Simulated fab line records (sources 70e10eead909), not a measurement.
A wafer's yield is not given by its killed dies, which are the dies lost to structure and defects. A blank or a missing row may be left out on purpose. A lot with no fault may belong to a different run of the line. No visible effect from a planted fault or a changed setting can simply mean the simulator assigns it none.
The tool behind it: which one? ; flow nand-harc ; 36 wafers from 12 lots sampled at 5 of the route's 1159 steps

== WHAT THE GAUGES SHOWED, per wafer ==
NHARC_P_CONTACT_INSPECT_27. Usual: raw-defect-count 313, standard deviation 140.
lot;measured;on;raw-defect-count;flag
L778;day 6 05:29;defect-inspect-01;375 324 378;
L779;day 6 09:11;defect-inspect-02;269 372 185;
L782;day 7 09:27;defect-inspect-01;338 414 375;
L785;day 7 15:50;defect-inspect-02;348 272 132;
L784;day 7 16:22;defect-inspect-01;329 207 233;
L786;day 8 06:46;defect-inspect-01;391 391 401;
L791;day 9 03:23;defect-inspect-02;226 286 384;
L792;day 9 21:08;defect-inspect-02;655 683 708;
L794;day 9 21:53;defect-inspect-01;575 254 326;
L796;day 10 05:53;defect-inspect-01;241 159 228;
L799;day 11 11:35;defect-inspect-01;158 171 183;
L800;day 11 19:05;defect-inspect-01;402 289 314;

NHARC_END_SORT_01. Usual: killed-at-array 26, standard deviation 8.6; killed-at-other 0.7, standard deviation 0.97; killed-at-periphery 3.2, standard deviation 2.2; killed-dies 30, standard deviation 8.9; killed-open 3.1, standard deviation 1.8; killed-short 2.2, standard deviation 1.8.
lot;measured;on;killed-at-array;killed-at-other;killed-at-periphery;killed-dies;killed-open;killed-short;flag
L792;day 23 12:30;prober-01;29 25 20;0 0 1;4 3 6;33 28 27;7 3 5;0 1 1;

== WHAT TOOL EACH LOT RAN ON (gives the tool, then ch and the chambers of the sampled wafers, and finally the start) ==
lot;NHARC_P_GATE_DEGAS_109;NHARC_P_CONTACT_ETCH_31;NHARC_P_CONTACT_CMP_24
L778;pvd-sputter-01, day 5 13:07;rie-diel-08 ch 0,1,2, day 5 16:48;cmp-01 ch 1,3, day 6 05:06
L779;pvd-sputter-01, day 5 21:56;rie-diel-02 ch 0,1,2, day 6 01:29;cmp-01 ch 1,3, day 6 08:49
L782;pvd-sputter-03, day 6 21:59;rie-diel-08 ch 0,1,3, day 7 01:40;cmp-03 ch 0,1,2, day 7 09:07
L785;pvd-sputter-03, day 7 06:39;rie-diel-08 ch 0,1, day 7 10:39;cmp-02 ch 0,1,3, day 7 15:29
L784;pvd-sputter-01, day 7 06:40;rie-diel-04 ch 0,2,3, day 7 10:41;cmp-01 ch 1,2, day 7 16:00
L786;pvd-sputter-03, day 7 22:03;rie-diel-04 ch 0,1,3, day 8 01:28;cmp-03 ch 0,2,3, day 8 06:22
L791;pvd-sputter-01, day 8 21:34;rie-diel-08 ch 0,3, day 9 01:04;cmp-02 ch 2,3, day 9 02:59
L792;pvd-sputter-02, day 9 04:26;rie-diel-08 ch 0,1, day 9 08:13;cmp-03 ch 0,2,3, day 9 20:43
L794;pvd-sputter-01, day 9 13:46;rie-diel-08 ch 0,1, day 9 17:19;cmp-02 ch 1,3, day 9 21:28
L796;pvd-sputter-01, day 9 23:42;rie-diel-04 ch 2,3, day 10 03:32;cmp-02 ch 1,2,3, day 10 05:29
L799;pvd-sputter-03, day 11 03:03;rie-diel-04 ch 0,2,3, day 11 06:32;cmp-02 ch 0,1,3, day 11 11:11
L800;pvd-sputter-02, day 11 13:08;rie-diel-04 ch 2,3, day 11 16:42;cmp-02 ch 1,2,3, day 11 18:41
- NHARC_P_GATE_DEGAS_109: time 60 s.
- NHARC_P_CONTACT_ETCH_31: etches the open film in CH3F/O2, target depth 30 nm, time 85.7 s.
- NHARC_P_CONTACT_CMP_24: polishes, t overpolish 30 s, target thk 200 nm.

== AS READ BY THE TOOLS THEMSELVES (means over the sampled wafers that have a number; for cases with no such wafer, the mark the record gives instead) ==
NHARC_P_GATE_DEGAS_109. Usual: heater-power-w 510 W, standard deviation 60.
lot;tool;heater-power-w (W);flag
L778;pvd-sputter-01;487;
L779;pvd-sputter-01;547;
L782;pvd-sputter-03;553;
L785;pvd-sputter-03;579;
L784;pvd-sputter-01;458;
L786;pvd-sputter-03;525;
L791;pvd-sputter-01;517;
L792;pvd-sputter-02;455;
L794;pvd-sputter-01;494;
L796;pvd-sputter-01;513;
L799;pvd-sputter-03;526;
L800;pvd-sputter-02;473;

NHARC_P_CONTACT_ETCH_31. Usual: drypump-motor-current-A 5.76 A, standard deviation 0.28; oes-product-au 0.980 a.u., standard deviation 0.013; rf-vpp-V 244.5 V, standard deviation 1.5; run-length-s 107.2 s, standard deviation 0.37; showerhead-plenum-p-Torr 2.46 Torr, standard deviation 0.096; throttle-valve-pct 20.664 %, standard deviation 0.0091.
lot;tool;drypump-motor-current-A (A);oes-product-au (a.u.);rf-vpp-V (V);run-length-s (s);showerhead-plenum-p-Torr (Torr);throttle-valve-pct (%);flag
L778;rie-diel-08;5.69;0.981;246.0;107.0;2.51;20.656;
L779;rie-diel-02;5.50;1.003;243.9;107.3;2.40;20.659;
L782;rie-diel-08;5.62;0.986;243.8;107.3;2.46;20.669;
L785;rie-diel-08;5.72;0.990;245.1;107.3;2.51;20.660;
L784;rie-diel-04;5.95;0.986;244.8;107.2;2.47;20.663;
L786;rie-diel-04;5.75;0.986;243.6;107.1;2.45;20.668;
L791;rie-diel-08;5.71;0.976;245.1;107.2;2.48;20.665;
L792;rie-diel-08;5.75;0.977;244.9;63.4;2.51;20.674;OFF
L794;rie-diel-08;5.73;0.944;245.7;63.4;2.51;20.678;OFF
L796;rie-diel-04;6.10;0.955;245.3;107.4;2.57;20.657;
L799;rie-diel-04;5.95;0.963;243.8;107.3;2.47;20.667;
L800;rie-diel-04;6.09;0.977;245.6;107.5;2.57;20.660;

NHARC_P_CONTACT_CMP_24. Usual: edge-zone-pressure-frac 1.000, standard deviation 0.005; motor-current-A 12.0 A, standard deviation 1.2; overpolish-run-s 30.000 s, standard deviation 0.0096; retaining-ring-pressure-frac 1.000, standard deviation 0.0049; time-to-endpoint-s 39.9 s, standard deviation 2.2.
lot;tool;edge-zone-pressure-frac;motor-current-A (A);overpolish-run-s (s);retaining-ring-pressure-frac;time-to-endpoint-s (s);flag
L778;cmp-01;1.006;13.6;29.995;1.000;38.9;
L779;cmp-01;1.003;13.9;30.002;1.000;39.3;
L782;cmp-03;0.998;11.1;30.005;0.999;41.7;
L785;cmp-02;0.999;12.2;29.999;1.003;40.6;
L784;cmp-01;0.998;12.9;29.996;1.002;42.4;
L786;cmp-03;0.999;11.6;29.996;1.004;41.6;
L791;cmp-02;1.001;10.8;29.992;1.001;37.2;
L792;cmp-03;1.002;11.4;29.997;0.999;41.4;
L794;cmp-02;1.001;12.2;29.999;1.000;41.0;
L796;cmp-02;1.003;11.4;30.006;1.002;39.2;
L799;cmp-02;0.999;12.2;30.003;0.998;41.3;
L800;cmp-02;1.000;11.8;29.993;0.994;40.8;

== THE ANSWER, worked out from the rows above alone ==
Rule: take the mean of a lot's wafers that have a number; if it is more than 3 standard deviations from the usual mean, the lot is off. Also off: a lot with no number at a reading for which 4 or more lots have one. Where the step has rows for the other lots, those lots are counted as sound. First the gauges in route order, then the tools' own readings, where a lot's mean is used as printed above. The first step at which some lot is off is used, and at that step the reading that is off furthest; a lot without a number counts as furthest.
Off: L792, L794 (NHARC_P_CONTACT_ETCH_31, run-length-s).
A tool fits if, at that step or a process step before it, it ran every lot that is off, and no sound lot after the first of them. One fits: NHARC_P_CONTACT_ETCH_31 on rie-diel-08. Its last sound lot is L791 (day 9 01:04), its first lot that is off L792 (day 9 08:13): a fault that began between those two fits.
The tool's own readings at NHARC_P_CONTACT_ETCH_31 bear it out: on the lots that are off they differ by more than 5 times the standard deviation of the sound lots' means. run-length-s reads 63.4 s there against 107.3 s on the sound lots.

== WHAT THE SIMULATOR HAD PUT IN ==
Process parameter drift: rie-diel-08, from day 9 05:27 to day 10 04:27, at NHARC_P_CONTACT_ETCH_31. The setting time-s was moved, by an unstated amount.
Lots struck among those shown: L792, L794. The rule given above showed the same thing.
